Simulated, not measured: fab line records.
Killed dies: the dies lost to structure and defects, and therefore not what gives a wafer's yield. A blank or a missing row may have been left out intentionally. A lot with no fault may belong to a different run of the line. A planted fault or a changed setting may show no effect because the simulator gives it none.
Chamber matching || flow n5-finfet || N5_MOL_CONTACT_COAG_VIA_ETCH_117 on rie-diel-02: 4 sister chambers
The step etches SiO2 in C4F6/O2, target depth 40 nm, overetch 8 nm, time 26 s. 14 wafers are shown with their chamber, then 7 later ones without.

## WAFERS WITH THEIR CHAMBER
{"wafer": "L074.1", "chamber": 0, "rf-vpp-V (V)": 1619, "throttle-valve-pct (%)": 41.2, "showerhead-plenum-p-Torr (Torr)": 2.82}
{"wafer": "L074.2", "chamber": 3, "rf-vpp-V (V)": 1567, "throttle-valve-pct (%)": 40.7, "showerhead-plenum-p-Torr (Torr)": 2.83}
{"wafer": "L074.3", "chamber": 2, "rf-vpp-V (V)": 1553, "throttle-valve-pct (%)": 41.7, "showerhead-plenum-p-Torr (Torr)": 2.96}
{"wafer": "L082.1", "chamber": 0, "rf-vpp-V (V)": 1619, "throttle-valve-pct (%)": 41.2, "showerhead-plenum-p-Torr (Torr)": 2.82}
{"wafer": "L082.3", "chamber": 2, "rf-vpp-V (V)": 1551, "throttle-valve-pct (%)": 41.7, "showerhead-plenum-p-Torr (Torr)": 2.95}
{"wafer": "L082.4", "chamber": 3, "rf-vpp-V (V)": 1567, "throttle-valve-pct (%)": 40.6, "showerhead-plenum-p-Torr (Torr)": 2.83}
{"wafer": "L086.1", "chamber": 3, "rf-vpp-V (V)": 1566, "throttle-valve-pct (%)": 40.7, "showerhead-plenum-p-Torr (Torr)": 2.82}
{"wafer": "L086.2", "chamber": 2, "rf-vpp-V (V)": 1550, "throttle-valve-pct (%)": 41.7, "showerhead-plenum-p-Torr (Torr)": 2.94}
{"wafer": "L086.3", "chamber": 1, "rf-vpp-V (V)": 1595, "throttle-valve-pct (%)": 40.7, "showerhead-plenum-p-Torr (Torr)": 2.73}
{"wafer": "L085.3", "chamber": 1, "rf-vpp-V (V)": 1595, "throttle-valve-pct (%)": 40.7, "showerhead-plenum-p-Torr (Torr)": 2.73}
{"wafer": "L085.4", "chamber": 2, "rf-vpp-V (V)": 1553, "throttle-valve-pct (%)": 41.7, "showerhead-plenum-p-Torr (Torr)": 2.94}
{"wafer": "L085.5", "chamber": 2, "rf-vpp-V (V)": 1551, "throttle-valve-pct (%)": 41.7, "showerhead-plenum-p-Torr (Torr)": 2.94}
{"wafer": "L087.2", "chamber": 1, "rf-vpp-V (V)": 1596, "throttle-valve-pct (%)": 40.7, "showerhead-plenum-p-Torr (Torr)": 2.72}
{"wafer": "L087.5", "chamber": 3, "rf-vpp-V (V)": 1565, "throttle-valve-pct (%)": 40.7, "showerhead-plenum-p-Torr (Torr)": 2.82}

SIGNATURES (means of the wafers above)
{"reading": "rf-vpp-V", "chamber 0": 1619.00, "chamber 1": 1595.33, "chamber 2": 1551.60, "chamber 3": 1566.25, "scatter within a chamber": 1.03}
{"reading": "throttle-valve-pct", "chamber 0": 41.200, "chamber 1": 40.700, "chamber 2": 41.700, "chamber 3": 40.675, "scatter within a chamber": 0.0274}
{"reading": "showerhead-plenum-p-Torr", "chamber 0": 2.8200, "chamber 1": 2.7267, "chamber 2": 2.9460, "chamber 3": 2.8250, "scatter within a chamber": 0.00698}
Rule: for a wafer and a chamber, the distance is found by dividing, reading by reading, the gap between the wafer's reading and the chamber's mean by the reading's scatter, squaring, summing and taking the root. If the next closest chamber is less than 2 further off than the closest, the wafer can't be placed; otherwise it belongs to the closest. The scatter is the square root of a quotient: the sum, over the shown wafers, of each reading's squared deviation from its chamber's mean, divided by wafers minus chambers.

## WAFERS WITH NO CHAMBER GIVEN
{"wafer": "L087.6", "rf-vpp-V (V)": 1551, "throttle-valve-pct (%)": 41.7, "showerhead-plenum-p-Torr (Torr)": 2.94}
{"wafer": "L091.3", "rf-vpp-V (V)": 1618, "throttle-valve-pct (%)": 41.3, "showerhead-plenum-p-Torr (Torr)": 2.81}
{"wafer": "L091.4", "rf-vpp-V (V)": 1565, "throttle-valve-pct (%)": 40.7, "showerhead-plenum-p-Torr (Torr)": 2.82}
{"wafer": "L091.6", "rf-vpp-V (V)": 1596, "throttle-valve-pct (%)": 40.7, "showerhead-plenum-p-Torr (Torr)": 2.72}
{"wafer": "L092.2", "rf-vpp-V (V)": 1619, "throttle-valve-pct (%)": 41.3, "showerhead-plenum-p-Torr (Torr)": 2.81}
{"wafer": "L092.5", "rf-vpp-V (V)": 1567, "throttle-valve-pct (%)": 40.7, "showerhead-plenum-p-Torr (Torr)": 2.82}
{"wafer": "L092.6", "rf-vpp-V (V)": 1618, "throttle-valve-pct (%)": 41.3, "showerhead-plenum-p-Torr (Torr)": 2.81}

## CHAMBER TAKEN BY EACH
{"wafer": "L087.6", "from the rows above": 2, "in truth": 2}
{"wafer": "L091.3", "from the rows above": 0, "in truth": 0}
{"wafer": "L091.4", "from the rows above": 3, "in truth": 3}
{"wafer": "L091.6", "from the rows above": 1, "in truth": 1}
{"wafer": "L092.2", "from the rows above": 0, "in truth": 0}
{"wafer": "L092.5", "from the rows above": 3, "in truth": 3}
{"wafer": "L092.6", "from the rows above": 0, "in truth": 0}
Correctly placed: 7 of 7. Left unplaced by these rows: 0. Number placed wrongly: 0.
